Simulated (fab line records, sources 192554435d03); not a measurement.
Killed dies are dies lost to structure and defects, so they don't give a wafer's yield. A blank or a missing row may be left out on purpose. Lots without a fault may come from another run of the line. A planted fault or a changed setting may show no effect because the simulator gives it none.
Split-lot experiment | flow n5_finfet | 7 lots, 21 wafers read, on a route of 1938 steps

THE SPLIT
At N5_BEOL_M2_COAT_62 (time 60 s, resist thk 12 nm), the setting spin_rpm was moved away from the recipe's 1500 rpm on 8 of the 21 wafers read, by +4.1% to +11.1%. The other wafers ran this setting at the recipe's value.

FROM THE SPLIT TO THE READING: what the file shows between them, 4 steps
- N5_BEOL_M2_COAT_73: time 60 s, resist thk 5 nm
- N5_BEOL_M2_COAT_05: resist thk 30 nm
- N5_BEOL_M2_DESCUM_16: chemistry O2, time 7 s
- N5_BEOL_M2_ETCH_74: etches underlayer in N2/H2, target depth 6.5 nm, time 5.2 s

THE READING
etch.depth_nm (the simulator's own value, which no gauge read), in nm, at N5_BEOL_M2_ETCH_63 (etches SiARC in CF4, target depth 15.6 nm, time 26 s). The file gives no usual value for it. The 13 wafers here that ran the recipe average 11.99 nm, standard deviation 0.024 nm.

wafer  | tool, chamber at the split | spin_rpm as run, rpm | against the recipe | etch.depth_nm, nm | against lot-mates on the recipe
L074.1 | litho_track-03, 0          | 1579                 | +5.3%              | 11.74             | no lot-mate on the recipe
L074.3 | litho_track-03, 0          | 1579                 | +5.3%              | 11.77             | no lot-mate on the recipe
L074.5 | litho_track-03, 0          | 1579                 | +5.3%              | 11.73             | no lot-mate on the recipe
L075.2 | litho_track-04, 0          | 1500                 | recipe             | 12.02             | -
L075.3 | litho_track-04, 0          | 1500                 | recipe             | 11.99             | -
L075.5 | litho_track-04, 0          | 1561                 | +4.1%              | 11.79             | -0.21
L079.2 | litho_track-02, 0          | 1500                 | recipe             | 11.96             | -
L079.3 | litho_track-02, 0          | 1667                 | +11.1%             | 11.38             | -0.58
L079.4 | litho_track-02, 0          | 1667                 | +11.1%             | 11.35             | -0.61
L080.1 | litho_track-03, 0          | 1568                 | +4.5%              | 11.72             | -0.28
L080.2 | litho_track-03, 0          | 1568                 | +4.5%              | 11.7              | -0.30
L080.6 | litho_track-03, 0          | 1500                 | recipe             | 12                | -
L083.1 | litho_track-02, 0          | 1500                 | recipe             | 11.96             | -
L083.3 | litho_track-02, 0          | 1500                 | recipe             | 11.96             | -
L083.6 | litho_track-02, 0          | 1500                 | recipe             | 11.95             | -
L084.1 | litho_track-02, 0          | 1500                 | recipe             | 12.01             | -
L084.2 | litho_track-02, 0          | 1500                 | recipe             | 12.01             | -
L084.3 | litho_track-02, 0          | 1500                 | recipe             | 11.99             | -
L096.1 | litho_track-03, 0          | 1500                 | recipe             | 12.02             | -
L096.3 | litho_track-03, 0          | 1500                 | recipe             | 12.01             | -
L096.4 | litho_track-03, 0          | 1500                 | recipe             | 11.99             | -

THE FIT
A straight line over all 21 wafers: etch.depth_nm changes by -0.0547 nm for each +1% of spin_rpm; r = -0.99; the points scatter about the line by 0.031 nm.
The same after taking each lot's own level away (the mean of its wafers on the recipe; 18 wafers): -0.0545 nm for each +1%; r = -1.00; scatter 0.019 nm.
On that fit, the largest move of spin_rpm shifts the reading by 0.61 nm.
The lots' own levels span 11.957 to 12.007 nm, that is 2.1 times the standard deviation above.
So the lot-to-lot level changes the slope little: the two slopes agree.
Check: with one of the wafers moved furthest among these (+11.1%) left out of the fit, the line predicts -0.63 nm for it against its lot-mates. It came out at -0.58 nm against them.

OTHER SPLITS ON THESE WAFERS
These wafers also went through other splits before the reading. Each is held against what the fit with the lots' levels taken away leaves over:
other split on the same wafers       | wafers away from the commonest value | r with etch.depth_nm (lot level and that fit taken away)
N5_MOL_CONTACT_COAG_COAT_76 spin_rpm | 4                                    | +0.04
N5_MOL_CONTACT_COAG_COAT_64 spin_rpm | 5                                    | -0.42
N5_BEOL_M0_SAQP_ETCH_107 bias_w      | 7                                    | +0.04
N5_BEOL_M1_PECVD_72 time_s           | 2                                    | +0.41
N5_BEOL_M1_COAT_05 spin_rpm          | 3                                    | -0.77
N5_BEOL_M1_ETCH_64 bias_w            | 10                                   | -0.24

THE WHOLE CHAIN: every reading that the file lists as answering this split, in the file's order
step               | what it does                                         | reading                                                                          | change (the file's fit)                | r (the file's)
N5_BEOL_M2_COAT_62 | time 60 s, resist thk 12 nm                          | SiARC_of_BEOL_M2_COAT_62.thk_nm (the simulator's own value, which no gauge read) | -0.0522 nm for each +1% of the setting | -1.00
N5_BEOL_M2_ETCH_63 | etches SiARC in CF4, target depth 15.6 nm, time 26 s | etch.depth_nm (the simulator's own value, which no gauge read)                   | -0.0549 nm for each +1% of the setting | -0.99

THE FILE'S OWN FIT
etch.depth_nm changes by -0.0549 nm for each +1% of spin_rpm, r = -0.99.
